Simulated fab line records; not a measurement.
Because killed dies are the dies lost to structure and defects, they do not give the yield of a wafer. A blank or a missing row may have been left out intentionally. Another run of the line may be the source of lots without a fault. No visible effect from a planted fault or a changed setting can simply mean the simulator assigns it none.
Matching of chambers / flow nand-harc / NHARC_A_CHANNEL_FILL_D1_ALD_02 on ald-hk-01: 4 sister chambers
The step deposits SiO2, target thk 6 nm, pulse time 10 s, ald cycles 60. 7 wafers are shown with their chamber, then 7 later ones without.

WAFERS, EACH WITH ITS CHAMBER
wafer=L140.1; chamber=1; heater-power-w (W)=523; precursor-pulse-height-rel=1.005
wafer=L144.3; chamber=1; heater-power-w (W)=517; precursor-pulse-height-rel=1.002
wafer=L148.3; chamber=0; heater-power-w (W)=399; precursor-pulse-height-rel=1.009
wafer=L156.5; chamber=2; heater-power-w (W)=412; precursor-pulse-height-rel=0.986
wafer=L156.6; chamber=3; heater-power-w (W)=528; precursor-pulse-height-rel=0.998
wafer=L154.1; chamber=3; heater-power-w (W)=532; precursor-pulse-height-rel=0.972
wafer=L154.3; chamber=2; heater-power-w (W)=413; precursor-pulse-height-rel=0.999

WAFERS WHOSE CHAMBER IS MISSING
wafer=L154.4; heater-power-w (W)=509; precursor-pulse-height-rel=0.982
wafer=L158.1; heater-power-w (W)=512; precursor-pulse-height-rel=1.037
wafer=L158.2; heater-power-w (W)=419; precursor-pulse-height-rel=0.938
wafer=L158.4; heater-power-w (W)=532; precursor-pulse-height-rel=1.014
wafer=L160.1; heater-power-w (W)=403; precursor-pulse-height-rel=0.994
wafer=L160.5; heater-power-w (W)=537; precursor-pulse-height-rel=1.006
wafer=L160.6; heater-power-w (W)=394; precursor-pulse-height-rel=0.982

WHICH CHAMBER EACH WENT THROUGH
wafer=L154.4; from the rows above=1; in truth=1
wafer=L158.1; from the rows above=1; in truth=1
wafer=L158.2; from the rows above=2; in truth=2
wafer=L158.4; from the rows above=can't be placed: 3 or 1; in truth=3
wafer=L160.1; from the rows above=can't be placed: 0 or 2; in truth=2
wafer=L160.5; from the rows above=3; in truth=3
wafer=L160.6; from the rows above=0; in truth=0
Correctly placed: 5 of 7. Can't be placed from these rows: 2 (the true chamber is among the candidates in 2). Placed wrongly: 0.
How it was worked out, from the rows above alone: a wafer's distance from a chamber is the root of the sum, over the readings, of the square of ((its reading less the chamber's mean) divided by the reading's scatter). The wafer belongs to the nearest chamber; if the next one is less than 2 further off, it can't be placed. For every chamber, the mean is computed from those of its wafers that are shown. The scatter: the root of (the sum of the squares of (reading less its chamber's mean) over the shown wafers, divided by (wafers less chambers)).
